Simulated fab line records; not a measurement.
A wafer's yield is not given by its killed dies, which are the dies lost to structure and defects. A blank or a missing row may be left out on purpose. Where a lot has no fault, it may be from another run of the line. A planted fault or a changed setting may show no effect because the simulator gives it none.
Matching of chambers || flow n5 finfet || rie diel-06 running N5_BEOL_M5_ETCH_67: 4 sister chambers
The step etches SiARC in CF4, target depth 15.6 nm, time 26 s. 8 wafers are shown with their chamber, then 7 later ones without.

EACH WAFER AND ITS CHAMBER
{"wafer": "L076.1", "chamber": 0, "drypump motor current A (A)": 5.2, "throttle valve pct (%)": 15.37}
{"wafer": "L081.5", "chamber": 0, "drypump motor current A (A)": 5.2, "throttle valve pct (%)": 15.38}
{"wafer": "L081.6", "chamber": 3, "drypump motor current A (A)": 5.5, "throttle valve pct (%)": 15.95}
{"wafer": "L086.2", "chamber": 3, "drypump motor current A (A)": 5.4, "throttle valve pct (%)": 15.97}
{"wafer": "L086.3", "chamber": 1, "drypump motor current A (A)": 5.6, "throttle valve pct (%)": 16.09}
{"wafer": "L086.4", "chamber": 2, "drypump motor current A (A)": 6.5, "throttle valve pct (%)": 15.52}
{"wafer": "L087.1", "chamber": 1, "drypump motor current A (A)": 5.6, "throttle valve pct (%)": 16.10}
{"wafer": "L087.4", "chamber": 2, "drypump motor current A (A)": 6.4, "throttle valve pct (%)": 15.52}

WAFERS WITH NO CHAMBER GIVEN
{"wafer": "L087.6", "drypump motor current A (A)": 5.5, "throttle valve pct (%)": 15.98}
{"wafer": "L093.3", "drypump motor current A (A)": 6.4, "throttle valve pct (%)": 15.54}
{"wafer": "L093.4", "drypump motor current A (A)": 5.2, "throttle valve pct (%)": 15.44}
{"wafer": "L093.5", "drypump motor current A (A)": 5.6, "throttle valve pct (%)": 16.09}
{"wafer": "L096.2", "drypump motor current A (A)": 5.4, "throttle valve pct (%)": 16.00}
{"wafer": "L096.3", "drypump motor current A (A)": 6.5, "throttle valve pct (%)": 15.54}
{"wafer": "L096.6", "drypump motor current A (A)": 5.4, "throttle valve pct (%)": 16.02}

CHAMBER TAKEN BY EACH
{"wafer": "L087.6", "from the rows above": 3, "in truth": 3}
{"wafer": "L093.3", "from the rows above": 2, "in truth": 2}
{"wafer": "L093.4", "from the rows above": 0, "in truth": 0}
{"wafer": "L093.5", "from the rows above": 1, "in truth": 1}
{"wafer": "L096.2", "from the rows above": 3, "in truth": 3}
{"wafer": "L096.3", "from the rows above": 2, "in truth": 2}
{"wafer": "L096.6", "from the rows above": 3, "in truth": 3}
Correctly placed: 7 of 7. Can't be placed from these rows: 0. Number placed wrongly: 0.
How it was worked out, from the rows above alone: a wafer's distance from a chamber is the root of the sum, over the readings, of the square of ((its reading less the chamber's mean) divided by the reading's scatter). The wafer belongs to the nearest chamber; if the next one is less than 2 further off, it can't be placed. The mean given for a chamber averages the wafers shown for that chamber. The scatter is the square root of a quotient: the sum, over the shown wafers, of each reading's squared deviation from its chamber's mean, divided by wafers minus chambers.
